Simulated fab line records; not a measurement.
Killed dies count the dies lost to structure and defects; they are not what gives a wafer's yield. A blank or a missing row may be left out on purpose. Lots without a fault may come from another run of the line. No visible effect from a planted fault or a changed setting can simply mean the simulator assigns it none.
fab line records    flow nand-harc
record: lots: 12  wafers: 36  last-day: 27
route steps=1159 shown A_CONTACT@904
lots that met no fault: taken from a fault-free run of the same line
start-h: hours from the record's first day to the start of the lot's first wafer shown    wait-h: hours elapsed since this lot's preceding step    " unchanged from the row above    L1.1+2: a single row standing in for several wafers    - no value, or no start was given    * or withheld: withheld    < > ~ a bound
route shown NAME@n: names a module that has steps shown in the file, with the first one's number in the route    usual: mean/standard deviation taken from wafers without a fault    same: alike in all rows    chamber/n: place in a boat    sites: per-site readings    _std_site: standard deviation across them    _edge_site: mean of outer sites minus mean of inner sites    radius-mm: how far each site lies from the wafer's centre    mask NAME#n: copy n    behind: tool/chamber where the wafer was last shaped    hold: reason for holding the lot/hours on hold/outcome of the hold    device: the transistor (n, p or np) that didn't switch    end of line: the route-end tests of the same wafers    step lacking rows: just its recipe    killed: not the wafer's yield, but the dies lost to structure and defects at the first sort    map: per-die view of a wafer (x killed, . not killed, _ where there is no die)
set.NAME: the setting as run; set.NAME@STEP: as run at that earlier step    model.NAME: the simulator's own value behind a step, which no gauge read
the route's steps for a sample of lots (tables are steps, rows are wafers)
services: from which hour (start-h, from the record's first day; less than 0 if before it) a tool's chamber was out of use, for how many hours, and why
== steps ==
step: NHARC_A_CONTACT_ETCH_124
recipe: source-w: withheld  pressure-mtorr: 20  bias-v: withheld  time-s: 140  target-depth-a: 7000  ar-flow-sccm: withheld  c4f8-flow-sccm: withheld  o2-flow-sccm: withheld  chemistry: C4F8/O2/Ar
usual: run-length-s: 141.0/0.4
lot.wafer  tool             chamber  start-h  wait-h  rf-hours-counter-h  run-length-s
L459.1     har-cap-etch-01  1        453.87   -       57                  141.2
L459.4     "                1        "        "       -                   141.0
L459.6     "                0        "        "       -                   140.6
L460.1     har-cap-etch-03  0        456.21   -       82                  141.0
L460.3     "                0        "        "       -                   141.0
L460.6     "                1        "        "       -                   141.8
L458.1     har-cap-etch-01  1        464.03   -       59                  141.7
L458.2     "                0        "        "       59                  140.6
L458.6     "                0        "        "       -                   140.9
L464.1     har-cap-etch-02  1        475.70   -       19                  141.1
L464.2     "                0        "        "       19                  141.6
L464.5     "                1        "        "       -                   140.4
L461.4     har-cap-etch-02  1        484.61   -       -                   140.8
L461.5     "                1        "        "       -                   140.8
L461.6     "                0        "        "       -                   141.8
L463.2     har-cap-etch-01  1        486.52   -       65                  141.5
L463.3     "                0        "        "       -                   140.8
L463.6     "                0        "        "       -                   140.6
L466.2     har-cap-etch-01  0        491.55   -       67                  140.5
L466.4     "                1        "        "       -                   141.2
L466.5     "                0        "        "       -                   140.7
L465.2     har-cap-etch-03  1        493.14   -       92                  141.5
L465.3     "                1        "        "       -                   140.9
L465.5     "                1        "        "       -                   141.2
L470.1     har-cap-etch-02  1        517.98   -       27                  140.4
L470.2     "                0        "        "       27                  141.7
L470.4     "                1        "        "       -                   140.4
L471.2     har-cap-etch-03  0        520.79   -       97                  140.9
L471.4     "                0        "        "       -                   141.5
L471.5     "                0        "        "       -                   141.3
L477.2     har-cap-etch-02  1        533.16   -       32                  140.8
L477.4     "                0        "        "       -                   141.5
L477.5     "                1        "        "       -                   140.8
L472.2     har-cap-etch-02  1        537.54   -       33                  141.1
L472.1     "                0        "        "       33                  141.9
L472.6     "                0        "        "       -                   141.7
step: NHARC_A_CONTACT_ETCH_125
recipe: source-w: withheld  pressure-mtorr: 20  bias-v: 1200  time-s: 155  target-depth-a: 9560  ar-flow-sccm: withheld  c4f8-flow-sccm: withheld  o2-flow-sccm: withheld  chemistry: C4F8/O2/Ar
usual: run-length-s: 155/0
lot.wafer  tool             chamber  start-h  wait-h  rf-hours-counter-h  run-length-s
L459.1     har-cap-etch-01  1        454.06   0.2     57                  155
L459.4     "                1        "        "       -                   155
L459.6     "                0        "        "       -                   155
L460.1     har-cap-etch-03  0        456.40   0.2     82                  155
L460.3     "                0        "        "       -                   155
L460.6     "                1        "        "       -                   155
L458.1     har-cap-etch-01  1        464.23   0.2     60                  155
L458.2     "                0        "        "       60                  155
L458.6     "                0        "        "       -                   155
L464.1     har-cap-etch-02  1        475.90   0.2     19                  155
L464.2     "                0        "        "       19                  155
L464.5     "                1        "        "       -                   155
L461.4     har-cap-etch-02  1        484.79   0.1     -                   155
L461.5     "                1        "        "       -                   155
L461.6     "                0        "        "       -                   155
L463.2     har-cap-etch-01  1        486.71   0.2     65                  155
L463.3     "                0        "        "       -                   155
L463.6     "                0        "        "       -                   155
L466.2     har-cap-etch-01  0        491.74   0.2     67                  155
L466.4     "                1        "        "       -                   155
L466.5     "                0        "        "       -                   155
L465.2     har-cap-etch-03  1        493.48   0.3     92                  155
L465.3     "                1        "        "       -                   155
L465.5     "                1        "        "       -                   155
L470.1     har-cap-etch-02  1        518.17   0.2     27                  155
L470.2     "                0        "        "       27                  155
L470.4     "                1        "        "       -                   155
L471.2     har-cap-etch-03  0        520.98   0.2     97                  155
L471.4     "                0        "        "       -                   155
L471.5     "                0        "        "       -                   155
L477.2     har-cap-etch-02  1        533.34   0.2     32                  155
L477.4     "                0        "        "       -                   155
L477.5     "                1        "        "       -                   155
L472.2     har-cap-etch-02  1        537.74   0.2     33                  155
L472.1     "                0        "        "       33                  155
L472.6     "                0        "        "       -                   155
step: NHARC_A_CONTACT_ETCH_91
recipe: target-depth-a: 400  over-etch-frac: 0.5  time-s: 85.7  ion-energy-ev: 120  ch3f-flow-sccm: 50  o2-flow-sccm: 30  ar-flow-sccm: 200  rf-w: 500  bias-w: 100  chemistry: CH3F/O2
usual: drypump-motor-current-A: 5.8/0.6  oes-product-au: 0.931/0.023  rf-vpp-V: 244.6/1.7  run-length-s: 106.9/0.44  showerhead-plenum-p-Torr: 2.47/0.11  throttle-valve-pct: 20.662/0.0077
lot.wafer  tool         chamber  start-h  wait-h  drypump-motor-current-A  oes-product-au  rf-hours-counter-h  rf-vpp-V  run-length-s  showerhead-plenum-p-Torr  throttle-valve-pct
L459.1     rie-diel-04  0        455.92   0.7     6.4                      0.922           80                  242.2     107.0         2.34                      20.659
L459.4     "            0        "        "       6.4                      0.915           -                   243.3     106.8         2.34                      20.671
L459.6     "            1        "        "       5.4                      0.923           -                   245.8     107.5         2.48                      20.679
L460.3     rie-diel-04  0        458.07   0.4     6.5                      0.939           82                  242.7     107.0         2.34                      20.659
L460.1     "            1        "        "       5.4                      0.921           79                  245.0     107.0         2.48                      20.656
L460.6     "            0        "        "       6.5                      0.922           -                   244.0     106.9         2.34                      20.684
L458.2     rie-diel-06  1        465.92   0.5     5.0                      0.925           9                   246.1     107.2         2.61                      20.655
L458.1     "            3        "        "       5.9                      0.910           9                   245.7     106.4         2.56                      20.659
L458.6     "            1        "        "       5.0                      0.916           -                   246.9     107.4         2.61                      20.669
L464.2     rie-diel-04  0        477.64   0.5     6.4                      0.995           1                   242.9     107.0         2.34                      20.662
L464.1     "            1        "        "       5.4                      0.989           1                   243.4     107.0         2.47                      20.668
L464.5     "            3        "        "       5.1                      0.987           -                   245.2     107.0         2.61                      20.652
L461.4     rie-diel-05  3        486.47   0.5     5.5                      0.927           59                  242.5     106.8         2.33                      20.673
L461.6     "            1        "        "       6.1                      0.940           -                   242.8     107.2         2.39                      20.660
L461.5     "            2        "        "       6.4                      0.923           -                   244.6     106.7         2.53                      20.666
L463.3     rie-diel-06  0        488.41   0.5     6.7                      0.914           16                  245.5     106.4         2.50                      20.656
L463.2     "            1        "        "       5.0                      0.923           16                  246.2     107.7         2.61                      20.671
L463.6     "            3        "        "       5.9                      0.913           -                   246.7     106.2         2.56                      20.650
L466.4     rie-diel-04  2        493.42   0.4     6.4                      0.927           7                   244.8     107.5         2.46                      20.666
L466.2     "            1        "        "       5.4                      0.917           7                   245.4     107.3         2.47                      20.654
L466.5     "            3        "        "       5.1                      0.919           -                   246.5     107.4         2.61                      20.660
L465.2     rie-diel-06  2        496.27   0.6     5.3                      0.941           17                  243.8     106.9         2.31                      20.656
L465.3     "            3        "        "       5.9                      0.917           17                  245.7     106.2         2.56                      20.665
L465.5     "            1        "        "       5.0                      0.931           -                   246.0     107.4         2.61                      20.662
L470.1     rie-diel-06  0        519.94   0.6     6.7                      0.912           21                  244.8     106.3         2.50                      20.653
L470.4     "            1        "        "       5.0                      0.913           21                  246.8     107.2         2.61                      20.667
L470.2     "            3        "        "       5.9                      0.915           21                  246.0     106.4         2.56                      20.672
L471.2     rie-diel-06  3        522.84   0.7     5.9                      0.914           22                  246.8     106.3         2.56                      20.646
L471.4     "            1        "        "       5.0                      0.916           22                  246.6     107.4         2.61                      20.668
L471.5     "            2        "        "       5.3                      0.933           -                   240.1     107.0         2.31                      20.678
L477.2     rie-diel-06  3        535.02   0.5     5.9                      0.928           25                  246.3     106.3         2.56                      20.648
L477.4     "            0        "        "       6.7                      0.929           26                  243.8     106.6         2.50                      20.655
L477.5     "            3        "        "       5.9                      0.924           -                   246.9     106.4         2.56                      20.661
L472.1     rie-diel-06  0        539.47   0.5     6.7                      0.929           27                  243.4     73.4          2.50                      20.665
L472.2     "            2        "        "       5.3                      0.949           26                  241.9     107.0         2.31                      20.651
L472.6     "            3        "        "       5.9                      0.927           -                   246.1     106.4         2.56                      20.662
step: NHARC_A_CONTACT_STRIP_82
recipe: o2-flow-sccm: 500  ar-flow-sccm: 0  bias-w: 0  chemistry: O2
usual: drypump-motor-current-A: 5.8/0.59  oes-product-au: 0.995/0.0082  rf-vpp-V: 57.8/0.92  showerhead-plenum-p-Torr: 3.54/0.14  throttle-valve-pct: 17.038/0.0096
lot.wafer  tool         chamber  start-h  wait-h  drypump-motor-current-A  oes-product-au  rf-hours-counter-h  rf-vpp-V  showerhead-plenum-p-Torr  throttle-valve-pct
L459.4     rie-diel-06  3        -        -       5.8                      0.996           7                   57.9      3.67                      17.035
L459.1     "            1        "        "       5.0                      0.993           8                   58.2      3.74                      17.031
L459.6     "            2        "        "       5.3                      1.002           -                   57.5      3.33                      17.054
L460.1     rie-diel-06  1        -        -       5.0                      0.996           8                   59.1      3.74                      17.043
L460.3     "            2        "        "       5.3                      1.001           8                   57.7      3.33                      17.032
L460.6     "            0        "        "       6.7                      0.993           -                   57.2      3.59                      17.040
L458.1     rie-diel-05  3        -        -       5.5                      1.007           51                  57.4      3.36                      17.046
L458.2     "            1        "        "       6.1                      1.002           47                  57.8      3.43                      17.022
L458.6     "            3        "        "       5.5                      1.003           -                   57.6      3.36                      17.035
L464.1     rie-diel-06  0        -        -       6.7                      0.986           14                  58.4      3.59                      17.052
L464.2     "            2        "        "       5.3                      0.999           14                  55.8      3.33                      17.032
L464.5     "            1        "        "       5.0                      0.983           -                   59.0      3.74                      17.047
L461.4     rie-diel-05  3        -        -       5.5                      0.989           59                  56.4      3.36                      17.039
L461.6     "            3        "        "       5.6                      0.986           -                   57.9      3.36                      17.033
L461.5     "            0        "        "       5.2                      0.991           -                   57.4      3.50                      17.036
L463.2     rie-diel-05  2        -        -       6.5                      0.997           61                  57.0      3.62                      17.037
L463.3     "            3        "        "       5.5                      0.994           60                  57.6      3.36                      17.037
L463.6     "            3        "        "       5.5                      0.998           -                   56.7      3.36                      17.046
L466.2     rie-diel-06  1        -        -       5.0                      0.989           17                  57.7      3.73                      17.058
L466.4     "            3        "        "       5.9                      1.000           17                  57.8      3.67                      17.037
L466.5     "            1        "        "       5.0                      1.001           -                   57.8      3.73                      17.044
L465.3     rie-diel-04  1        -        -       5.4                      0.999           8                   58.6      3.55                      17.033
L465.2     "            2        "        "       6.4                      1.000           8                   58.5      3.53                      17.041
L465.5     "            0        "        "       6.4                      1.010           -                   56.3      3.36                      17.057
L470.1     rie-diel-06  1        -        -       5.0                      0.989           21                  57.1      3.73                      17.034
L470.2     "            2        "        "       5.3                      0.998           21                  56.6      3.32                      17.031
L470.4     "            3        "        "       5.9                      0.988           21                  59.1      3.67                      17.027
L471.2     rie-diel-06  3        -        -       5.9                      1.002           22                  57.3      3.67                      17.042
L471.4     "            0        "        "       6.8                      1.000           22                  58.4      3.58                      17.029
L471.5     "            2        "        "       5.3                      1.010           -                   56.7      3.32                      17.038
L477.4     rie-diel-06  1        -        -       5.0                      0.989           26                  58.9      3.73                      17.043
L477.2     "            2        "        "       5.3                      0.997           25                  58.0      3.32                      17.029
L477.5     "            0        "        "       6.7                      0.999           -                   57.9      3.58                      17.025
L472.1     rie-diel-04  2        -        -       6.5                      0.995           27                  56.1      3.52                      17.046
L472.2     "            1        "        "       5.4                      1.001           26                  57.4      3.54                      17.024
L472.6     "            2        "        "       6.4                      0.991           -                   57.1      3.52                      17.038
== services ==
tool             chamber  start-h  hours  kind
rie-diel-04      0        445.48   -      clean
rie-diel-04      1        445.48   -      clean
rie-diel-05      3        449.53   12.9   repair
rie-diel-06      0        452.19   -      clean
rie-diel-06      1        452.19   -      clean
rie-diel-06      2        452.19   -      clean
rie-diel-06      3        452.19   -      clean
rie-diel-04      3        461.57   8.7    repair
rie-diel-04      -        466.00   9.0    pm
har-cap-etch-01  -        467.90   0.2    repair
rie-diel-06      0        476.71   -      clean
rie-diel-06      1        476.71   -      clean
rie-diel-06      2        476.71   -      clean
rie-diel-06      3        476.71   -      clean
rie-diel-05      1        481.75   4.3    repair
rie-diel-06      0        501.21   -      clean
rie-diel-06      1        501.21   -      clean
rie-diel-06      2        501.21   -      clean
rie-diel-06      3        501.21   -      clean
rie-diel-05      -        518.18   9.0    pm
rie-diel-06      0        525.95   -      clean
rie-diel-06      1        525.95   -      clean
rie-diel-06      2        525.95   -      clean
rie-diel-06      3        525.95   -      clean
== key ==
first-sign: step: NHARC_A_CONTACT_ETCH_91  reading: run-length-s  direction: down  sigmas: 76  usual: *  struck: *
effect none on later readings
met-at NHARC_A_CONTACT_ETCH_91
struck-lots L472
struck-wafers L472.1
tester-left-out L472
not-acting-at NHARC_A_CONTACT_ETCH_124,NHARC_A_CONTACT_ETCH_125,NHARC_A_CONTACT_STRIP_82
onset-between 535.02 539.47
fault: kind: process-parameter-drift  tool: rie-diel-06  chamber: 0  onset-h: 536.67  steps: NHARC_A_CONTACT_ETCH_91  channel: time-s  offset: *  shape: step  end-h: 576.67  acts-in: *  stated: *
tester-left-out: of these lots the tester's yield and bins aren't shown, on N5 and GAA mostly nor the transistor test; their killed dies are dies lost to structure and defects alone, not to doping, threshold or leakage, so they don't give the yield
